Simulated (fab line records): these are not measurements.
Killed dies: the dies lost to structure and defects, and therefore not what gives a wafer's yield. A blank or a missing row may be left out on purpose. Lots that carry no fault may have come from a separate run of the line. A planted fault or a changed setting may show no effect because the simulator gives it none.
Problem report in the 8D (eight disciplines) form, filled by code / flow n5-finfet / the parts of the form that need people (team, actions taken, sign-off) are left out

== 1. PROBLEM STATEMENT ==
killed_at_M4_up at N5_PASSIVATION_PROBE_49 reads a mean of 128 on 1 wafer of 1 lot; wafers without a fault read 14 with a standard deviation of 5.7. Relative to the usual mean, that is a shift of +20 standard deviations.
Seen first at day 14 01:41 on prober-02, wafer L177.5. The record has a number at this step for 8 wafers belonging to 3 lots. The rule behind "out" and "out of limits": a value lying over 4 standard deviations away from the usual mean. All remaining wafers that have a number are taken as sound.

== 2. WHAT IT IS, AND WHAT IT ISN'T ==
question=which readings at this step | is=killed_at_M4_up, defect-limited-yield, killed-dies, sort_bin_5_function, sort-n-pass, sort-yield-pct | is not=killed_at_M0_to_M3, killed-at-contacts, killed-at-front-end, killed-at-other, killed-open, killed-short, sort_bin_6_memory, sort_bin_8_speed
question=which lots | is=L177 | is not=L176, L183
question=which wafers of those lots | is=L177.5 | is not=L177.6
question=read on which tools | is=prober-02 | is not=prober-01
question=when | is=from day 14 01:41 | is not=up to then (3 sound wafers); but 4 sound wafers of L177, L183 came after

== 3. SUSPECTS, AND WHAT RULES EACH OUT ==
Counting: a tool at a process step up to the reading stays a suspect if it ran every lot that is out. Sound lots after the first of them don't rule it out here, since some wafers of a struck lot are sound.
- rie-diel-05 at N5_BEOL_M10_ETCH_66 (etches SOC in N2/H2, target depth 120 nm, overetch 24 nm, time 180 s): kept. It ran the lot that is out, L177 (day 11 20:22).
- rie-diel-01 at N5_PASSIVATION_DESCUM_12 (chemistry O2, time 7.9 s): kept. The lot that is out, L177, ran on it at day 13 18:56; the last sound lot it ran before that was L176, at day 13 14:01.
- rie-diel-01 at N5_PASSIVATION_STRIP_14 (strips in O2): kept. The lot that is out, L177, ran on it at day 13 19:16; the last sound lot it ran before that was L176, at day 13 14:22.
- pvd-sputter-01 at N5_PASSIVATION_PRE_CLEAN_19: kept. It ran the lot that is out, L177 (day 13 19:51).
- prober-02 at N5_PASSIVATION_PROBE_49: kept. The lot that is out, L177, ran on it at day 14 01:41; the last sound lot it ran before that was L176, at day 13 20:44. Its own defect-limited-yield, killed_at_M4_up, killed-dies, sort_bin_5_function, sort-n-pass, sort-yield-pct readings are out on those wafers.
- The sound lot-mates ran in chamber 0 of rie-diel-05 at N5_BEOL_M10_ETCH_66, but the wafers that are out ran in chamber 1.
- The sound lot-mates ran in chamber 2 of rie-diel-01 at N5_PASSIVATION_DESCUM_12, but the wafers that are out ran in chamber 0.
- The sound lot-mates ran in chamber 2 of rie-diel-01 at N5_PASSIVATION_STRIP_14, but the wafers that are out ran in chamber 0.
Left after counting: rie-diel-05 at N5_BEOL_M10_ETCH_66, rie-diel-01 at N5_PASSIVATION_DESCUM_12, rie-diel-01 at N5_PASSIVATION_STRIP_14, pvd-sputter-01 at N5_PASSIVATION_PRE_CLEAN_19, prober-02 at N5_PASSIVATION_PROBE_49.

== 4. THE CAUSE (what the simulator had put in) ==
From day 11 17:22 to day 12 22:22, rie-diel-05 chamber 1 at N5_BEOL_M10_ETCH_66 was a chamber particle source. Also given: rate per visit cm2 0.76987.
Counting leaves 5 suspects; this tool is one of them.

== 5. SEQUENCE OF EFFECTS, ordered by route ==
Rows list readings where the struck wafers' mean (over those with a number) sits beyond 3 standard deviations from the usual. Scope: only readings with a usual standard deviation given in the record; hours: median across lots of the time from each lot's start at the first step in this table that gives one to its start at this step; sigmas: change in usual standard deviations.
hours=0; step=N5_PASSIVATION_PROBE_49; reading=defect-limited-yield; usual=91.2 %; on struck wafers=83.6; change=-7.6; sigmas=-4.8
hours=0; step=N5_PASSIVATION_PROBE_49; reading=killed_at_M4_up; usual=14; on struck wafers=128; change=+114; sigmas=+20
hours=0; step=N5_PASSIVATION_PROBE_49; reading=killed-dies; usual=104; on struck wafers=194; change=+90; sigmas=+4.7
hours=0; step=N5_PASSIVATION_PROBE_49; reading=sort_bin_5_function; usual=5.1 %; on struck wafers=11.0; change=+5.9; sigmas=+5.9
hours=0; step=N5_PASSIVATION_PROBE_49; reading=sort-n-pass; usual=1076; on struck wafers=986; change=-90; sigmas=-4.7
hours=0; step=N5_PASSIVATION_PROBE_49; reading=sort-yield-pct; usual=91.2 %; on struck wafers=83.6; change=-7.6; sigmas=-4.8
Its process steps:
- N5_PASSIVATION_PROBE_49

== 6. HOW IT WOULD HAVE BEEN CAUGHT EARLIER ==
56 hours passed between the start of the fault at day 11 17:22 and the first reading out of limits in this record, taken at day 14 01:41.
No tool reading at N5_BEOL_M10_ETCH_66 that has a usual standard deviation in the record was out on any struck wafer, so an alarm limit of 4 standard deviations on those readings would not have fired.
The start of N5_BEOL_M10_ETCH_66 on rie-diel-05 came by day 14 01:41 for every one of the lots that are out (1). Tool hold at that time: it would have spared none of them.
